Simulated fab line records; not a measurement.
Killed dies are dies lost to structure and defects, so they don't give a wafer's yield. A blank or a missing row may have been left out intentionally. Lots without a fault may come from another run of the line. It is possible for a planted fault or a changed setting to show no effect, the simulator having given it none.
Matching of chambers    flow n5Finfet    4 sister chambers for N5_PMOS_HMC_CHANNEL_EPI_DESCUM_14 on rieDiel-01
The step chemistry O2, time 7.9 s. 20 wafers are shown with their chamber, then 10 later ones without.

EACH WAFER AND ITS CHAMBER
wafer   chamber  drypumpMotorCurrentA (A)  showerheadPlenumPTorr (Torr)  throttleValvePct (%)
L074.1  1        5.1                       2.01                          20.67
L074.5  1        5.1                       2.01                          20.67
L074.6  2        5.4                       2.07                          20.49
L076.4  0        5.3                       1.99                          20.81
L076.5  0        5.4                       1.99                          20.81
L076.6  1        5.1                       2.01                          20.67
L077.1  3        5.6                       2.18                          20.42
L077.3  0        5.3                       1.99                          20.80
L077.6  3        5.6                       2.18                          20.41
L080.3  2        5.4                       2.06                          20.52
L080.4  0        5.4                       1.98                          20.82
L080.5  2        5.4                       2.06                          20.52
L081.2  3        5.6                       2.17                          20.42
L081.3  0        5.3                       1.98                          20.83
L081.5  2        5.4                       2.06                          20.51
L088.1  1        5.1                       2.00                          20.70
L088.3  0        5.3                       1.98                          20.84
L088.5  0        5.3                       1.98                          20.82
L090.1  1        5.1                       2.00                          20.72
L090.2  3        5.6                       2.17                          20.43

SIGNATURES (means of the wafers above)
reading                chamber 0  chamber 1  chamber 2  chamber 3  scatter within a chamber
drypumpMotorCurrentA   5.329      5.100      5.400      5.600      0.0299
showerheadPlenumPTorr  1.9843     2.0060     2.0625     2.1750     0.0054
throttleValvePct       20.8186    20.6860    20.5100    20.4200    0.0158
Rule: a wafer lies at a distance from a chamber equal to the root of the sum of squares, over the readings, of (its reading less the chamber's mean, divided by the reading's scatter). The wafer belongs to the nearest chamber; if the next one is less than 2 further off, it can't be placed. The scatter: the root of (the sum of the squares of (reading less its chamber's mean) over the shown wafers, divided by (wafers less chambers)).

WAFERS WHOSE CHAMBER IS MISSING
wafer   drypumpMotorCurrentA (A)  showerheadPlenumPTorr (Torr)  throttleValvePct (%)
L090.6  5.6                       2.17                          20.45
L091.2  5.1                       2.00                          20.72
L091.3  5.4                       1.98                          20.85
L091.4  5.3                       1.98                          20.85
L092.2  5.5                       2.06                          20.23
L092.4  5.1                       2.00                          20.71
L092.6  5.6                       2.17                          20.46
L095.1  5.3                       1.97                          20.87
L095.2  5.5                       2.06                          20.24
L095.4  5.1                       1.99                          20.72

WHICH CHAMBER EACH WENT THROUGH
wafer   from the rows above  in truth
L090.6  3                    3
L091.2  1                    1
L091.3  0                    0
L091.4  0                    0
L092.2  2                    2
L092.4  1                    1
L092.6  3                    3
L095.1  0                    0
L095.2  2                    2
L095.4  1                    1
Correctly placed: 10 of 10. From these rows, 0 cannot be placed. Placed wrongly: 0.
